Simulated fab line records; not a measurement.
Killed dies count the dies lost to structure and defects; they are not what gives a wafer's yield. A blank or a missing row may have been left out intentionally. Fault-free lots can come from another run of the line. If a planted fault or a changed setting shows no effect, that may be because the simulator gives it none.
Shared-tool check ; flow nandHarc ; 36 wafers sampled across 12 lots

REASON FOR OPENING
At NHARC_P_ZERO_WELL_CD_MEAS_52 the reading cdNm is flagged on 1 of 12 lots. Wafers without a fault read 2000.2 nm, standard deviation 1.5.
Rule: a lot is flagged in two cases, either no wafer of it has a number, or all its wafers with numbers fall more than 4 standard deviations from that mean. As for the other lots, they are considered sound.

lot;measured;on;cdNm (nm), wafer by wafer;flag
L809;day 2 11:49;cdSem-01;1999.6 2002.6 2001.2;
L810;day 2 21:44;cdSem-03;2001.1 2001.1 2001.0;
L811;day 3 10:50;cdSem-01;2000.2 2000.2 2000.0;
L812;day 3 17:52;cdSem-01;2000.5 1999.7 1997.9;
L813;day 4 03:36;cdSem-03;1997.3 1998.2 1997.9;
L816;day 5 09:43;cdSem-03;1454.1 1453.8 1454.0;FLAGGED
L817;day 5 19:47;cdSem-03;2000.1 2000.8 2001.1;
L821;day 7 11:46;cdSem-03;1998.4 1999.0 1999.8;
L826;day 9 13:52;cdSem-02;1999.8 1998.8 1999.5;
L829;day 10 20:11;cdSem-03;1998.1 1998.6 1999.7;
L830;day 11 05:56;cdSem-02;1997.7 1998.9 1998.2;
L831;day 11 15:46;cdSem-02;2001.1 2001.9 2002.0;
Flagged lots average 1454.0 nm: -546.2 nm relative to the usual, that is -99 or more standard deviations.

WHICH TOOL EACH LOT WENT THROUGH
2 process steps preceding the reading are held in the record, out of 1302 steps in the route. Every cell lists first the tool, next ch and the chambers used by the sampled wafers, and last the start.
lot;flag;NHARC_P_ZERO_WELL_ETCH_63;NHARC_P_ZERO_WELL_EXPOSE_49
L809;;rieSi-05 ch 1,2,3, day 2 07:49;krfScanner-04 ch 0, day 2 11:40
L810;;rieSi-02 ch 0,2,3, day 2 17:39;krfScanner-01 ch 0, day 2 21:35
L811;;rieSi-06 ch 0,2,3, day 3 03:40;krfScanner-01 ch 0, day 3 10:41
L812;;rieSi-06 ch 0,1, day 3 13:39;krfScanner-02 ch 0, day 3 17:42
L813;;rieSi-02 ch 0,1,2, day 3 23:31;krfScanner-04 ch 0, day 4 03:27
L816;FLAGGED;rieSi-06 ch 0,2,3, day 5 05:37;krfScanner-01 ch 0, day 5 09:34
L817;;rieSi-06 ch 0,1,3, day 5 15:42;krfScanner-02 ch 0, day 5 19:37
L821;;rieSi-05 ch 1,2, day 7 07:34;krfScanner-01 ch 0, day 7 11:37
L826;;rieSi-02 ch 1,2,3, day 9 09:40;krfScanner-02 ch 0, day 9 13:43
L829;;rieSi-06 ch 0,1, day 10 15:36;krfScanner-02 ch 0, day 10 20:01
L830;;rieSi-02 ch 0,1,2, day 11 01:43;krfScanner-01 ch 0, day 11 05:47
L831;;rieSi-02 ch 0,2, day 11 11:32;krfScanner-04 ch 0, day 11 15:37
These steps, and what they do:
- NHARC_P_ZERO_WELL_ETCH_63: etches the open film in HBr/Cl2, target depth 120 nm, time 40.1 s.
- NHARC_P_ZERO_WELL_EXPOSE_49: exposes mask P HVPW, target cd 2000 nm.
- NHARC_P_ZERO_WELL_CD_MEAS_52: target cd 2000 nm.

FLAGGED AGAINST TOTAL, ONE TOOL AT A TIME (gauges that did the reading follow at the end)
step;tool;lots run;flagged;share of the flagged lots;sound lots run after its first flagged lot
NHARC_P_ZERO_WELL_ETCH_63;rieSi-02;5;0;none;-
NHARC_P_ZERO_WELL_ETCH_63;rieSi-05;2;0;none;-
NHARC_P_ZERO_WELL_ETCH_63;rieSi-06;5;1;all;2 (L817,L829)
NHARC_P_ZERO_WELL_EXPOSE_49;krfScanner-01;5;1;all;2 (L821,L830)
NHARC_P_ZERO_WELL_EXPOSE_49;krfScanner-02;4;0;none;-
NHARC_P_ZERO_WELL_EXPOSE_49;krfScanner-04;3;0;none;-
NHARC_P_ZERO_WELL_CD_MEAS_52;cdSem-01;3;0;none;-
NHARC_P_ZERO_WELL_CD_MEAS_52;cdSem-02;3;0;none;-
NHARC_P_ZERO_WELL_CD_MEAS_52;cdSem-03;6;1;all;3 (L817,L821,L829)

THE TABLE: WHAT IT ALLOWS
Every flagged lot was run by 3 rows of the table: rieSi-06 at NHARC_P_ZERO_WELL_ETCH_63, krfScanner-01 at NHARC_P_ZERO_WELL_EXPOSE_49 and cdSem-03 at NHARC_P_ZERO_WELL_CD_MEAS_52.
- rieSi-06 at NHARC_P_ZERO_WELL_ETCH_63: 1 of its 5 lots flagged. Lots that were sound ran on it after the first flagged one (L817, L829); a persistent fault on the entire tool would not allow that.
- krfScanner-01 at NHARC_P_ZERO_WELL_EXPOSE_49: 1 of its 5 lots flagged. Lots that were sound ran on it after the first flagged one (L821, L830); a persistent fault on the entire tool would not allow that.
- cdSem-03 at NHARC_P_ZERO_WELL_CD_MEAS_52: 1 of its 6 lots flagged. Lots that were sound ran on it after the first flagged one (L817, L821, L829); a persistent fault on the entire tool would not allow that.
Every row of the table either missed a flagged lot or ran a sound lot after the first.

WHAT HAD BEEN PUT IN BY THE SIMULATOR
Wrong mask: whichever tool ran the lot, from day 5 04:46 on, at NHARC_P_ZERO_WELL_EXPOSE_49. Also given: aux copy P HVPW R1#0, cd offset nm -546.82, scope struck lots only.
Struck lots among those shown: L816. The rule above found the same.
